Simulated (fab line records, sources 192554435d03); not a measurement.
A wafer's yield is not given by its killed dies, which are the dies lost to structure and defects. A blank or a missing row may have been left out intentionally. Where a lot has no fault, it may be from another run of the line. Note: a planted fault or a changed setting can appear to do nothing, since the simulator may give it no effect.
Which tool was responsible? + flow n5 finfet + 72 wafers sampled from 24 lots at 1 step of a route of 1938

== WHAT THE GAUGES READ, wafer by wafer ==
N5_BEOL_M2_OCD_MEAS_38.
| lot  | measured     | on     | trench depth nm (nm) |
|------|--------------|--------|----------------------|
| L075 | day 7 10:47  | ocd-01 | 56.4 53.7 54.9       |
| L074 | day 7 11:16  | ocd-02 | 55.9 54.6 54.4       |
| L076 | day 7 17:43  | ocd-02 | 56.1 55.4 54.9       |
| L078 | day 7 18:52  | ocd-01 | 54.5 56.8 54.1       |
| L077 | day 8 00:33  | ocd-02 | 55.1 54.2 53.6       |
| L079 | day 8 07:00  | ocd-02 | 56.3 56.4 54.6       |
| L081 | day 8 07:49  | ocd-02 | 57.2 56.6 57.1       |
| L080 | day 8 07:49  | ocd-01 | 54.6 55.1 57.1       |
| L082 | day 8 16:23  | ocd-02 | 57.1 57.7 54.7       |
| L083 | day 9 08:08  | ocd-01 | 57.4 57.5 55.7       |
| L084 | day 10 10:22 | ocd-01 | 53.9 57.8 56.7       |
| L085 | day 10 20:16 | ocd-02 | 54.7 55.8 57.0       |
| L086 | day 10 20:29 | ocd-02 | 56.1 57.0 56.8       |
| L088 | day 11 01:41 | ocd-02 | 56.1 56.0 57.1       |
| L087 | day 11 03:19 | ocd-01 | 57.0 53.5 56.0       |
| L089 | day 11 10:41 | ocd-02 | 54.9 56.7 56.4       |
| L091 | day 11 14:56 | ocd-02 | 56.3 57.4 55.4       |
| L090 | day 11 14:56 | ocd-01 | 55.7 56.2 55.9       |
| L093 | day 11 18:28 | ocd-02 | 56.5 54.5 56.5       |
| L092 | day 11 21:40 | ocd-01 | 56.1 55.0 55.1       |
| L095 | day 12 03:11 | ocd-02 | 57.1 54.8 54.7       |
| L094 | day 12 11:16 | ocd-01 | 56.1 55.8 56.5       |
| L096 | day 12 21:06 | ocd-02 | 56.7 57.0 56.9       |
| L097 | day 13 09:50 | ocd-01 | 56.5 56.2 55.9       |

== WHAT TOOL EACH LOT RAN ON (gives the tool, then ch and the chambers of the sampled wafers, and finally the start) ==
Record: no process step prior to these readings.

== AS READ BY THE TOOLS THEMSELVES (means over the sampled wafers that have a number; for cases with no such wafer, the mark the record gives instead) ==
The record holds no such reading with a usual standard deviation.

== THE ANSWER, worked out from the rows above alone ==
Rule: the lots themselves supply what counts as usual. Put in order of their means at a reading, lots are off if they are a third of the lots or fewer, leave a main group of 4 or more, and stand apart from it by a gap of 3 or more times the standard deviation of the main group's means; of several such gaps the widest counts. The tables above print the reading to a certain number of digits; a main group whose means all agree to those digits is not used. Also off: a lot with no number at a reading for which 4 or more lots have one. Any other lot the step has rows for is counted as sound. First the gauges in route order, then the tools' own readings, where a lot's mean is used as printed above. At the first step where some lot is off, the reading lying furthest off is the one used; lots without a number count as furthest.
Across all readings shown, no lot is off: no conclusion can be drawn from this.

== WHAT THE SIMULATOR PUT IN ==
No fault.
